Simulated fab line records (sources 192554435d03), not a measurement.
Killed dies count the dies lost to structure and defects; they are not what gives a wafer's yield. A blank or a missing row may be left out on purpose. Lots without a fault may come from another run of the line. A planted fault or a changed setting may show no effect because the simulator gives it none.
Matching of chambers	flow n5_finfet	4 sister chambers for N5_BEOL_M1_STRIP_36 on rie_diel-03
The step strips in N2/H2. 8 wafers are shown with their chamber, then 8 later ones without.

== WAFERS WITH THEIR CHAMBER ==
wafer	chamber	showerhead_plenum_p_Torr (Torr)	drypump_motor_current_A (A)
L079.2	1	2.44	5.61
L080.2	2	2.63	5.70
L080.4	3	2.39	5.76
L080.5	3	2.39	5.77
L082.1	0	2.53	6.29
L082.4	1	2.44	5.58
L082.6	0	2.53	6.28
L088.3	2	2.62	5.72

== WAFERS WHOSE CHAMBER IS MISSING ==
wafer	showerhead_plenum_p_Torr (Torr)	drypump_motor_current_A (A)
L088.4	2.43	5.60
L088.6	2.71	5.80
L092.1	2.52	6.31
L092.2	2.62	5.72
L092.5	2.52	6.27
L094.2	2.51	6.28
L094.3	2.70	5.79
L094.6	2.43	5.59

== CHAMBER TAKEN BY EACH ==
wafer	from the rows above	in truth
L088.4	1	1
L088.6	2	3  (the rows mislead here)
L092.1	0	0
L092.2	2	2
L092.5	0	0
L094.2	0	0
L094.3	2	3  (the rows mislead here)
L094.6	1	1
Correctly placed: 6 of 8. From these rows, 0 cannot be placed. Placed wrongly: 2.
How it was worked out, from the rows above alone: a wafer's distance from a chamber is the root of the sum, over the readings, of the square of ((its reading less the chamber's mean) divided by the reading's scatter). If the next closest chamber is less than 2 further off than the closest, the wafer can't be placed; otherwise it belongs to the closest. A chamber's mean is the mean of its shown wafers. The scatter is the square root of a quotient: the sum, over the shown wafers, of each reading's squared deviation from its chamber's mean, divided by wafers minus chambers.
